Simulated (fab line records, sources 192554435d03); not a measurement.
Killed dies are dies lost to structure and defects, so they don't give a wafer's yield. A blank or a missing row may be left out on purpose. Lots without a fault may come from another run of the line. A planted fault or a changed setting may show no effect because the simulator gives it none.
Which tool did it? | flow n5_finfet | 10 lots, 30 wafers sampled, at 4 steps of a route of 1938

WHAT THE GAUGES READ, wafer by wafer
N5_BEOL_M11_INSPECT_30: inspects for defects (brightfield).
lot  | measured     | on                | raw_defect_count
L076 | day 11 18:15 | defect_inspect-02 | 446 471 534
L079 | day 12 13:01 | defect_inspect-01 | 389 386 572
L081 | day 13 05:01 | defect_inspect-02 | 425 331 538
L084 | day 13 12:25 | defect_inspect-01 | 433 325 555
L085 | day 13 20:58 | defect_inspect-01 | 269 421 410
L088 | day 14 06:04 | defect_inspect-01 | 480 535 626
L090 | day 14 16:14 | defect_inspect-02 | 341 291 393
L091 | day 15 07:49 | defect_inspect-01 | 411 512 367
L093 | day 15 19:12 | defect_inspect-02 | 447 480 423
L096 | day 16 14:50 | defect_inspect-02 | 425 376 518

WHICH TOOL RAN EACH LOT (tool, then ch and the chambers of the sampled wafers, then the start)
lot  | N5_BEOL_M10_PRE_CLEAN_45     | N5_BEOL_M11_DESCUM_16              | N5_BEOL_M11_ETCH_61
L076 | pvd_sputter-02, day 11 13:38 | rie_diel-02 ch 1,2,3, day 11 17:26 | rie_diel-02 ch 1,2,3, day 11 17:29
L079 | pvd_sputter-01, day 12 05:56 | rie_diel-05 ch 1,3, day 12 11:15   | rie_diel-05 ch 1,3, day 12 11:17
L081 | pvd_sputter-03, day 12 22:29 | rie_diel-05 ch 1,3, day 13 02:16   | rie_diel-05 ch 1,3, day 13 02:18
L084 | pvd_sputter-01, day 13 07:15 | rie_diel-05 ch 0,2, day 13 10:43   | rie_diel-05 ch 0,2, day 13 10:46
L085 | pvd_sputter-02, day 13 13:43 | rie_diel-03 ch 0,1, day 13 18:24   | rie_diel-03 ch 0,1, day 13 18:26
L088 | pvd_sputter-02, day 13 22:41 | rie_diel-02 ch 0,1,3, day 14 04:07 | rie_diel-02 ch 0,1,3, day 14 04:09
L090 | pvd_sputter-03, day 14 07:39 | rie_diel-02 ch 0,2, day 14 12:28   | rie_diel-02 ch 0,2, day 14 12:30
L091 | pvd_sputter-03, day 15 02:47 | rie_diel-02 ch 1,2,3, day 15 06:29 | rie_diel-02 ch 1,2,3, day 15 06:31
L093 | pvd_sputter-01, day 15 11:40 | rie_diel-03 ch 1,2,3, day 15 16:16 | rie_diel-03 ch 1,2,3, day 15 16:19
L096 | pvd_sputter-02, day 16 09:33 | rie_diel-02 ch 1,2, day 16 13:22   | rie_diel-02 ch 1,2, day 16 13:24
- N5_BEOL_M10_PRE_CLEAN_45: time 30 s.
- N5_BEOL_M11_DESCUM_16: chemistry O2, time 7.9 s.
- N5_BEOL_M11_ETCH_61: etches SiARC in CF4, target depth 39 nm, time 65 s.

THE ANSWER, worked out from the rows above alone
Rule: what is usual is taken from the lots themselves. Put in order of their means at a reading, lots are off if they are a third of the lots or fewer, leave a main group of 4 or more, and stand apart from it by a gap of 3 or more times the standard deviation of the main group's means; of several such gaps the widest counts. A main group whose means are all the same, to the digits that the tables above print for the reading, isn't used. A lot without any number at a reading at which 4 lots or more have one is off too. The other lots that the step has rows for count as sound.
No lot is off at any reading shown: from this, nothing can be told.

WHAT THE SIMULATOR HAD PUT IN
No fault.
